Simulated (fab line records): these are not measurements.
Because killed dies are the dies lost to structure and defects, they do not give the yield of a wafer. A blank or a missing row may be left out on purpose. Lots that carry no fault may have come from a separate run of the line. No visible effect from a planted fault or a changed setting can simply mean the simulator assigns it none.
Chamber matching -- flow nand_harc -- NHARC_A_CHANNEL_FILL_D1_ALD_14 on ald_hk-04: 3 sister chambers
The step deposits SiO2, target thk 2.5 nm, pulse time 10 s, ald cycles 25. 3 wafers are shown with their chamber, then 4 later ones without.

== EACH WAFER AND ITS CHAMBER ==
wafer,chamber,heater_power_outer_w (W)
L598.4,2,342
L618.1,3,262
L618.2,0,220

== WAFERS MISSING THEIR CHAMBER ==
wafer,heater_power_outer_w (W)
L619.5,269
L619.6,346
L620.1,335
L620.6,267

== WHICH CHAMBER EACH WENT THROUGH ==
wafer,from the rows above,in truth
L619.5,3,3
L619.6,2,2
L620.1,2,2
L620.6,3,3
Placed correctly: 4 of 4. Number that these rows cannot place: 0. Number placed wrongly: 0.
How it was worked out, from the rows above alone: a wafer's distance from a chamber is the root of the sum, over the readings, of the square of ((its reading less the chamber's mean) divided by the reading's scatter). If the next closest chamber is less than 2 further off than the closest, the wafer can't be placed; otherwise it belongs to the closest. A chamber's mean is the mean of its shown wafers. The scatter (one wafer shown for each chamber): square how far every hidden wafer sits from the nearest shown wafer, average those squares and take the square root.
